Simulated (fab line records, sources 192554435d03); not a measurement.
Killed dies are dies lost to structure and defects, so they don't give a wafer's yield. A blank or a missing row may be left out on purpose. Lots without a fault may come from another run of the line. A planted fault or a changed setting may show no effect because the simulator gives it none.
Split-lot experiment | flow n5_finfet | 7 lots, 21 wafers read, on a route of 1938 steps

THE SPLIT
At N5_SD_EPI_P_EPI_21 (deposits SiGe:B, time 355 s), the setting epi_growth_time_s was moved away from the recipe's 355 s on 8 of the 21 wafers read, by -7.0% to +4.2%. The other wafers ran this setting at the recipe's value.

The reading is taken at the split's own step.

THE READING
SiGe-B_of_SD_EPI_P_EPI_21.thk_nm (the simulator's own value, which no gauge read), in nm, at N5_SD_EPI_P_EPI_21 (deposits SiGe:B, time 355 s). The file gives no usual value for it. The 13 wafers here that ran the recipe average 60.8 nm, standard deviation 0.51 nm.

wafer  | tool, chamber at the split | epi_growth_time_s as run, s | against the recipe | SiGe-B_of_SD_EPI_P_EPI_21.thk_nm, nm | against lot-mates on the recipe
L074.2 | epi_rpcvd-04, 0            | 355                         | recipe             | 60.6                                 | -
L074.6 | epi_rpcvd-04, 0            | 355                         | recipe             | 60.6                                 | -
L074.5 | epi_rpcvd-04, 0            | 355                         | recipe             | 61                                   | -
L077.1 | epi_rpcvd-03, 0            | 355                         | recipe             | 62.2                                 | -
L077.3 | epi_rpcvd-03, 0            | 364.7                       | +2.7%              | 62.6                                 | +0.4
L077.4 | epi_rpcvd-03, 0            | 364.7                       | +2.7%              | 63                                   | +0.8
L079.3 | epi_rpcvd-03, 0            | 335.2                       | -5.6%              | 58                                   | -3.0
L079.5 | epi_rpcvd-03, 0            | 335.2                       | -5.6%              | 58.8                                 | -2.2
L079.6 | epi_rpcvd-03, 0            | 355                         | recipe             | 61                                   | -
L080.2 | epi_rpcvd-04, 0            | 369.8                       | +4.2%              | 62                                   | +1.6
L080.3 | epi_rpcvd-04, 0            | 355                         | recipe             | 60.2                                 | -
L080.5 | epi_rpcvd-04, 0            | 355                         | recipe             | 60.6                                 | -
L090.4 | epi_rpcvd-02, 0            | 355                         | recipe             | 60.6                                 | -
L090.5 | epi_rpcvd-02, 0            | 355                         | recipe             | 61.2                                 | -
L090.6 | epi_rpcvd-02, 0            | 355                         | recipe             | 60.4                                 | -
L093.3 | epi_rpcvd-03, 0            | 355                         | recipe             | 60.4                                 | -
L093.5 | epi_rpcvd-03, 0            | 330.2                       | -7.0%              | 57.6                                 | -2.8
L093.6 | epi_rpcvd-03, 0            | 330.2                       | -7.0%              | 57.6                                 | -2.8
L097.1 | epi_rpcvd-04, 0            | 340.5                       | -4.1%              | 58.8                                 | -1.7
L097.3 | epi_rpcvd-04, 0            | 355                         | recipe             | 60.2                                 | -
L097.4 | epi_rpcvd-04, 0            | 355                         | recipe             | 60.8                                 | -

THE FIT
A straight line over all 21 wafers: SiGe-B_of_SD_EPI_P_EPI_21.thk_nm changes by +0.46 nm for each +1% of epi_growth_time_s; r = +0.94; the points scatter about the line by 0.54 nm.
The same after taking each lot's own level away (the mean of its wafers on the recipe; 21 wafers): +0.399 nm for each +1%; r = +0.97; scatter 0.3 nm.
On that fit, the largest move of epi_growth_time_s shifts the reading by 2.8 nm.
The lots' own levels span 60.40 to 62.20 nm, that is 3.5 times the standard deviation above.
So the lot-to-lot level changes the slope: the two fits differ.
Check: with one of the wafers moved furthest among these (-7.0%) left out of the fit, the line predicts -2.9 nm for it against its lot-mates. It came out at -2.8 nm against them.

OTHER SPLITS ON THESE WAFERS
These wafers also went through other splits before the reading. Each is held against what the fit with the lots' levels taken away leaves over:
other split on the same wafers            | wafers away from the commonest value | r with SiGe-B_of_SD_EPI_P_EPI_21.thk_nm (lot level and that fit taken away)
N5_ZERO_LAYER_EXPOSE_08 dose_mj           | 5                                    | -0.02
N5_ZERO_LAYER_DESCUM_16 time_s            | 3                                    | -0.03
N5_PMOS_HMC_CHANNEL_EPI_HM_DEP_34 time_s  | 8                                    | -0.04
N5_PMOS_HMC_CHANNEL_EPI_EXPOSE_06 dose_mj | 5                                    | -0.33
N5_FIN_SAQP_MANDREL_ETCH_22 icp_w         | 10                                   | -0.30
N5_FIN_CUT_COAT_19 spin_rpm               | 7                                    | -0.19
N5_DUMMY_GATE_COAT_35 spin_rpm            | 7                                    | +0.03
N5_SD_EPI_N_ETCH_45 target_depth_a        | 5                                    | -0.17
N5_SD_EPI_N_EPI_21 epi_growth_time_s      | 10                                   | -0.20

THE FILE'S OWN FIT
SiGe-B_of_SD_EPI_P_EPI_21.thk_nm changes by +0.406 nm for each +1% of epi_growth_time_s, r = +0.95.
